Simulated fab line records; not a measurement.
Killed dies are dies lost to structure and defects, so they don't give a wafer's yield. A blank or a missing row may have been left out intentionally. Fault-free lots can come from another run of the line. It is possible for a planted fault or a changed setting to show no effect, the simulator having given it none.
Chamber matching + flow nand-harc + NHARC_A_STAIRCASE_DESCUM_219 on rie-diel-12: 4 sister chambers
The step chemistry O2, time 3 s. 4 wafers are shown with their chamber, then 10 later ones without.

EACH WAFER AND ITS CHAMBER
| wafer  | chamber | showerhead-plenum-p-Torr (Torr) |
|--------|---------|---------------------------------|
| L083.1 | 0       | 1.86                            |
| L083.2 | 2       | 1.96                            |
| L083.3 | 3       | 1.96                            |
| L083.4 | 1       | 1.84                            |

WAFERS WITH NO CHAMBER GIVEN
| wafer  | showerhead-plenum-p-Torr (Torr) |
|--------|---------------------------------|
| L083.6 | 1.96                            |
| L084.1 | 1.84                            |
| L084.2 | 1.86                            |
| L084.6 | 1.84                            |
| L093.2 | 1.95                            |
| L093.4 | 1.95                            |
| L093.5 | 1.83                            |
| L095.3 | 1.83                            |
| L095.4 | 1.85                            |
| L095.6 | 1.83                            |

WHICH CHAMBER EACH ONE RAN IN
| wafer  | from the rows above     | in truth |
|--------|-------------------------|----------|
| L083.6 | can't be placed: 2 or 3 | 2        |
| L084.1 | 1                       | 1        |
| L084.2 | 0                       | 0        |
| L084.6 | 1                       | 1        |
| L093.2 | can't be placed: 2 or 3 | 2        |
| L093.4 | can't be placed: 2 or 3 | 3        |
| L093.5 | 1                       | 1        |
| L095.3 | 1                       | 1        |
| L095.4 | can't be placed: 0 or 1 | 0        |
| L095.6 | 1                       | 1        |
Placed correctly: 6 of 10. Unplaceable from these rows: 4, with the true chamber sitting among the candidates in 4. Wrongly placed: 0.
How it was worked out, from the rows above alone: a wafer's distance from a chamber is the root of the sum, over the readings, of the square of ((its reading less the chamber's mean) divided by the reading's scatter). If the next closest chamber is less than 2 further off than the closest, the wafer can't be placed; otherwise it belongs to the closest. The mean given for a chamber averages the wafers shown for that chamber. The scatter: root of mean squared gap, hidden wafer to nearest shown wafer, with one shown wafer a chamber.
